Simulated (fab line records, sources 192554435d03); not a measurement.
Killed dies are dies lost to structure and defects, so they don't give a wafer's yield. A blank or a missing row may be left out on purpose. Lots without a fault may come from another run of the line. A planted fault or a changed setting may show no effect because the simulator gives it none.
Which tool did it? | flow n5_finfet | 13 lots, 36 wafers sampled, at 1 step of a route of 1938

WHAT THE GAUGES READ, wafer by wafer
N5_BEOL_M6_CD_MEAS_35: target cd 40 nm, target cd y 28 nm. Usual: cd_nm 39.9 nm, standard deviation 0.82.
lot  | measured     | on        | cd_nm (nm)     | flag
L908 | day 8 14:08  | cd_sem-01 | 39.5 39.0 38.9 |
L909 | day 8 17:35  | cd_sem-03 | 38.6 40.9 39.8 |
L910 | day 8 17:59  | cd_sem-01 | 40.0 41.7 40.2 |
L911 | day 9 04:46  | cd_sem-02 | 39.7 40.5 39.0 |
L914 | day 10 04:53 | cd_sem-02 | 41.0 39.8 40.0 |
L918 | day 11 08:19 | cd_sem-03 | 38.8 40.5      |
L919 | day 11 10:18 | cd_sem-01 | 39.4 41.4 39.1 |
L921 | day 12 10:38 | cd_sem-03 | 39.0 40.0 39.8 |
L926 | day 13 14:57 | cd_sem-03 | 39.8 41.1 39.5 |
L928 | day 13 17:38 | cd_sem-03 | 40.7 40.4 39.3 |
L929 | day 13 18:01 | cd_sem-01 | 39.1 39.9      |
L930 | day 14 22:44 | cd_sem-03 | 39.0 40.2      |
L931 | day 15 10:09 | cd_sem-02 | 40.4 39.4 40.5 |

WHICH TOOL RAN EACH LOT (tool, then ch and the chambers of the sampled wafers, then the start)
The record holds no process step before these readings.

WHAT THE TOOLS THEMSELVES READ (means of the sampled wafers that have a number; where no wafer has one, the mark that the record gives instead)
The record holds no such reading with a usual standard deviation.

THE ANSWER, worked out from the rows above alone
Rule: a lot is off if the mean of its wafers that have a number lies more than 3 standard deviations from the usual mean. A lot without any number at a reading at which 4 lots or more have one is off too. The other lots that the step has rows for count as sound. The gauges are gone through in route order, then the tools' own readings, and for those a lot's mean is taken as printed above. The first step at which some lot is off is used, and at that step the reading that is off furthest; a lot without a number counts as furthest.
No lot is off at any reading shown: from this, nothing can be told.

WHAT THE SIMULATOR HAD PUT IN
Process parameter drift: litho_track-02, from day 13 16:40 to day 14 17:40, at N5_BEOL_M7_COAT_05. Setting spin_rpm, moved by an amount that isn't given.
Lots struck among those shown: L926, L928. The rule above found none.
